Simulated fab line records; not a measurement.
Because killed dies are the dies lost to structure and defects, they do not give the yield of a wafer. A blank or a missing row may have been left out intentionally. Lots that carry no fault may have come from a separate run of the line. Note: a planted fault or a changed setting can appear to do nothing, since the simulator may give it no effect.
Which tool was responsible? ; flow n5-finfet ; Sampling: 24 lots, 72 wafers, 5 of 1938 route steps

## WHAT THE GAUGES READ, wafer by wafer
N5_BEOL_M10_CD_MEAS_18: pitch 140 nm, target cd 70 nm.
lot;measured;on;cd-nm (nm)
L074;day 9 20:25;cd-sem-03;70.1 70.8 70.4
L075;day 10 00:01;cd-sem-01;70.4 70.3 69.2
L076;day 10 04:25;cd-sem-02;70.8 70.7 70.6
L077;day 10 13:14;cd-sem-03;70.8 70.2 70.9
L078;day 10 13:47;cd-sem-02;70.1 70.4 70.9
L079;day 10 20:35;cd-sem-01;70.1 68.8 68.8
L080;day 11 04:43;cd-sem-02;69.6 70.0 70.2
L081;day 11 22:56;cd-sem-02;70.1 68.9 70.1
L082;day 12 08:32;cd-sem-01;70.8 70.4 70.3
L083;day 12 15:58;cd-sem-01;69.8 70.2 71.0
L084;day 13 01:09;cd-sem-01;70.5 70.0 69.6
L085;day 13 02:29;cd-sem-03;69.8 69.6 70.6
L086;day 13 05:05;cd-sem-01;69.2 70.5 69.3
L088;day 13 05:26;cd-sem-02;70.8 69.6 70.7
L087;day 13 16:24;cd-sem-02;70.4 69.6 69.4
L089;day 13 15:21;cd-sem-02;70.5 71.6 71.0
L090;day 13 18:28;cd-sem-03;68.6 70.0 69.6
L094;day 14 19:04;cd-sem-02;70.2 69.8 69.5
L091;day 14 22:19;cd-sem-03;68.6 68.9 69.1
L092;day 14 23:37;cd-sem-03;70.7 69.3 70.1
L093;day 15 00:31;cd-sem-03;70.7 69.9 71.2
L096;day 15 18:31;cd-sem-03;71.1 71.3 70.7
L095;day 15 19:15;cd-sem-03;71.0 70.6 70.2
L097;day 15 22:37;cd-sem-03;70.8 69.9 71.8

N5_BEOL_M10_CD_MEAS_28: the cd target is 70 nm.
lot;measured;on;cd-nm (nm)
L074;day 9 20:52;cd-sem-03;70.4 69.4 70.0
L075;day 10 01:08;cd-sem-01;68.9 69.3 70.3
L076;day 10 04:52;cd-sem-02;70.5 69.9 69.3
L077;day 10 13:43;cd-sem-02;70.2 69.3 69.6
L078;day 10 14:52;cd-sem-01;68.8 69.6 70.5
L079;day 10 20:52;cd-sem-01;69.7 69.3 67.9
L080;day 11 06:22;cd-sem-03;70.7 68.8 68.9
L081;day 11 23:21;cd-sem-03;69.0 68.6 67.9
L082;day 12 08:53;cd-sem-01;68.8 69.0 69.2
L083;day 12 18:25;cd-sem-01;70.0 70.3 69.6
L084;day 13 01:29;cd-sem-02;68.3 68.5 69.6
L085;day 13 03:53;cd-sem-02;69.6 68.6 70.4
L086;day 13 05:25;cd-sem-01;68.7 69.7 69.8
L088;day 13 08:32;cd-sem-01;68.6 69.9 68.7
L087;day 13 16:41;cd-sem-01;67.1 68.5 67.4
L089;day 13 15:42;cd-sem-01;69.1 68.7 69.0
L090;day 13 19:08;cd-sem-03;69.1 70.6 70.7
L094;day 14 19:29;cd-sem-02;69.4 67.7 70.2
L091;day 15 00:50;cd-sem-03;69.4 68.4 68.9
L092;day 15 00:40;cd-sem-03;67.8 67.8 68.1
L093;day 15 01:41;cd-sem-02;69.5 71.1 69.5
L096;day 15 19:40;cd-sem-01;69.7 69.3 70.4
L095;day 15 19:42;cd-sem-03;70.5 70.4 71.2
L097;day 15 23:09;cd-sem-03;68.5 69.5 69.1

N5_BEOL_M10_CD_MEAS_35: the cd target is 70 nm.
lot;measured;on;cd-nm (nm)
L074;day 9 21:56;cd-sem-02;69.6 70.4 70.9
L075;day 10 01:52;cd-sem-03;69.9 70.7 69.9
L076;day 10 05:37;cd-sem-01;70.6 70.7 70.6
L077;day 10 14:27;cd-sem-03;70.7 70.2 70.6
L078;day 10 15:36;cd-sem-03;70.1 70.1 70.9
L079;day 10 21:38;cd-sem-01;70.5 69.1 69.0
L080;day 11 07:23;cd-sem-03;69.3 70.0 70.1
L081;day 12 00:16;cd-sem-02;70.3 68.4 69.8
L082;day 12 09:48;cd-sem-02;70.7 70.3 70.7
L083;day 12 19:08;cd-sem-03;69.7 70.3 70.7
L084;day 13 02:15;cd-sem-02;70.4 69.6 69.6
L085;day 13 04:37;cd-sem-03;69.3 69.9 69.7
L086;day 13 06:09;cd-sem-01;69.5 70.2 69.7
L088;day 13 09:16;cd-sem-03;70.5 69.5 70.6
L087;day 13 17:29;cd-sem-01;70.4 69.0 69.2
L089;day 13 16:39;cd-sem-01;70.6 71.9 71.3
L090;day 13 20:34;cd-sem-03;69.1 70.3 69.8
L094;day 14 21:18;cd-sem-03;70.6 69.3 69.8
L091;day 15 02:29;cd-sem-01;68.6 69.1 69.4
L092;day 15 02:01;cd-sem-02;70.7 70.1 70.0
L093;day 15 03:37;cd-sem-03;70.6 70.5 71.1
L096;day 15 21:28;cd-sem-03;70.9 71.1 70.8
L095;day 15 21:43;cd-sem-03;70.7 70.7 70.3
L097;day 16 02:16;cd-sem-02;70.3 70.0 71.1

## TOOL THAT RAN EACH LOT (tool first, then ch and the chambers of the sampled wafers, then the start)
lot;N5_BEOL_M9_TRENCH_ETCH_37;N5_BEOL_M9_CURE_72
L074;rie-diel-06 ch 0,1,3, day 9 15:31 or earlier;uv-cure-03 ch 1, day 9 15:31
L075;rie-diel-06 ch 1,3, day 9 19:14 or earlier;uv-cure-01 ch 0, day 9 19:14
L076;rie-diel-06 ch 1,3, day 9 23:22 or earlier;uv-cure-01 ch 2, day 9 23:22
L077;rie-diel-02 ch 1,2,3, day 10 05:35 or earlier;uv-cure-01 ch 0, day 10 05:35
L078;rie-diel-02 ch 0,1,2, day 10 06:11 or earlier;uv-cure-01 ch 2, day 10 06:11
L079;rie-diel-05 ch 2,3, day 10 14:11 or earlier;uv-cure-01 ch 2, day 10 14:11
L080;rie-diel-02 ch 1,2,3, day 10 21:44 or earlier;uv-cure-01 ch 1, day 10 21:44
L081;rie-diel-06 ch 0,1,3, day 11 17:33 or earlier;uv-cure-03 ch 0, day 11 17:33
L082;rie-diel-05 ch 0,2,3, day 12 00:04 or earlier;uv-cure-02 ch 2, day 12 00:04
L083;rie-diel-02 ch 1,2,3, day 12 11:10 or earlier;uv-cure-01 ch 0, day 12 11:10
L084;rie-diel-05 ch 2,3, day 12 19:11 or earlier;uv-cure-02 ch 1, day 12 19:11
L085;rie-diel-06 ch 0,2,3, day 12 19:32 or earlier;uv-cure-02 ch 0, day 12 19:32
L086;rie-diel-05 ch 0,1,3, day 12 21:52 or earlier;uv-cure-01 ch 0, day 12 21:52
L088;rie-diel-02 ch 2,3, day 12 23:58 or earlier;uv-cure-03 ch 2, day 12 23:58
L087;rie-diel-05 ch 0,1,3, day 13 09:22 or earlier;uv-cure-01 ch 2, day 13 09:22
L089;rie-diel-06 ch 0,1, day 13 09:35 or earlier;uv-cure-02 ch 1, day 13 09:35
L090;rie-diel-02 ch 1,2,3, day 13 13:23 or earlier;uv-cure-01 ch 0, day 13 13:23
L094;rie-diel-02 ch 0,1, day 14 13:58 or earlier;uv-cure-02 ch 2, day 14 13:58
L091;rie-diel-05 ch 1,2,3, day 14 14:04 or earlier;uv-cure-03 ch 1, day 14 14:04
L092;rie-diel-02 ch 1,2,3, day 14 17:29 or earlier;uv-cure-03 ch 0, day 14 17:29
L093;rie-diel-02 ch 0,1, day 14 19:50 or earlier;uv-cure-03 ch 1, day 14 19:50
L096;rie-diel-06 ch 1,2,3, day 15 12:04 or earlier;uv-cure-02 ch 1, day 15 12:04
L095;rie-diel-05 ch 0,1,3, day 15 12:37 or earlier;uv-cure-03 ch 2, day 15 12:37
L097;rie-diel-06 ch 1,2, day 15 14:10 or earlier;uv-cure-03 ch 2, day 15 14:10
- N5_BEOL_M9_TRENCH_ETCH_37: etches SiCOH lowk in C4F6/O2, target depth 151.43 nm, time 49 s.
- N5_BEOL_M9_CURE_72: cures SiCOH lowk, time 120 s.

## AS READ BY THE TOOLS THEMSELVES (means over the sampled wafers that have a number; for cases with no such wafer, the mark the record gives instead)
N5_BEOL_M9_TRENCH_ETCH_37.
lot;tool;O2_flow_sccm (sccm);drypump-motor-current-A (A);oes_o_777_au (a.u.);oes-product-au (a.u.);rf-fwd-power-W (W);rf-vpp-V (V);showerhead-plenum-p-Torr (Torr);throttle-valve-pct (%)
L074;rie-diel-06;10.012;6.1;0.76;0.77;341.8;673;2.89;20.72
L075;rie-diel-06;9.996;6.5;0.76;0.78;342.4;679;2.96;20.63
L076;rie-diel-06;10.037;6.6;0.79;0.81;341.5;673;2.97;20.59
L077;rie-diel-02;10.019;5.4;0.87;0.88;342.5;673;3.00;20.97
L078;rie-diel-02;10.028;5.3;0.87;0.87;342.6;670;2.99;20.99
L079;rie-diel-05;9.993;5.4;0.71;0.72;340.8;669;2.96;21.02
L080;rie-diel-02;10.001;5.4;0.86;0.87;342.1;673;2.99;20.95
L081;rie-diel-06;10.003;6.1;0.75;0.76;342.3;673;2.88;20.75
L082;rie-diel-05;9.997;5.6;0.71;0.71;341.8;668;2.86;21.12
L083;rie-diel-02;9.992;5.4;0.84;0.85;341.9;674;2.99;20.97
L084;rie-diel-05;9.997;5.2;0.70;0.70;341.0;668;2.94;21.27
L085;rie-diel-06;10.008;5.8;0.78;0.78;341.4;667;2.80;20.82
L086;rie-diel-05;9.980;5.8;0.74;0.74;340.9;671;2.83;20.92
L088;rie-diel-02;10.012;5.2;0.80;0.85;342.8;680;3.01;20.89
L087;rie-diel-05;9.993;5.8;0.74;0.74;341.3;672;2.82;20.91
L089;rie-diel-06;9.984;6.1;0.76;0.79;340.7;668;2.89;20.71
L090;rie-diel-02;10.014;5.4;0.83;0.83;340.8;673;2.99;20.97
L094;rie-diel-02;9.983;5.4;0.87;0.83;342.0;663;2.96;21.12
L091;rie-diel-05;9.987;5.4;0.73;0.73;340.4;672;2.91;21.09
L092;rie-diel-02;10.014;5.4;0.82;0.83;343.1;673;2.98;21.00
L093;rie-diel-02;9.990;5.3;0.80;0.77;340.9;659;2.94;21.20
L096;rie-diel-06;10.028;6.3;0.79;0.79;342.0;669;2.89;20.71
L095;rie-diel-05;9.997;5.8;0.82;0.81;340.9;676;2.93;20.82
L097;rie-diel-06;9.975;6.4;0.82;0.82;340.8;664;2.91;20.66

N5_BEOL_M9_CURE_72.
lot;tool;lamp-power-pct (%);wafer_temp_C_max
L074;uv-cure-03;52.33;372.6
L075;uv-cure-01;52.32;372.7
L076;uv-cure-01;52.27;371.5
L077;uv-cure-01;52.29;372.7
L078;uv-cure-01;52.33;372.3
L079;uv-cure-01;52.25;371.4
L080;uv-cure-01;52.36;372.0
L081;uv-cure-03;52.27;373.5
L082;uv-cure-02;52.32;371.8
L083;uv-cure-01;52.28;372.4
L084;uv-cure-02;52.30;372.0
L085;uv-cure-02;52.34;371.5
L086;uv-cure-01;52.34;372.8
L088;uv-cure-03;52.32;372.0
L087;uv-cure-01;52.26;371.9
L089;uv-cure-02;52.34;371.9
L090;uv-cure-01;52.29;372.7
L094;uv-cure-02;52.37;371.7
L091;uv-cure-03;52.34;372.7
L092;uv-cure-03;52.25;372.3
L093;uv-cure-03;52.34;372.4
L096;uv-cure-02;52.34;371.8
L095;uv-cure-03;52.27;372.2
L097;uv-cure-03;52.28;372.0

## THE ANSWER, worked out from the rows above alone
Rule: what is usual is taken from the lots themselves. The widest of any qualifying gaps counts: lots, ordered by their means at a reading, are off when they make up no more than a third of the lots, leave a main group of 4 or more, and stand apart from it by 3 or more times the standard deviation of that group's means. A main group whose means are all the same, to the digits that the tables above print for the reading, isn't used. A lot without any number at a reading at which 4 lots or more have one is off too. Where the step has rows for the other lots, those lots are counted as sound. First the gauges in route order, then the tools' own readings, where a lot's mean is used as printed above. The first step at which some lot is off is used, and at that step the reading that is off furthest; a lot without a number counts as furthest.
Across all readings shown, no lot is off: no conclusion can be drawn from this.

## WHAT WAS PUT IN BY THE SIMULATOR
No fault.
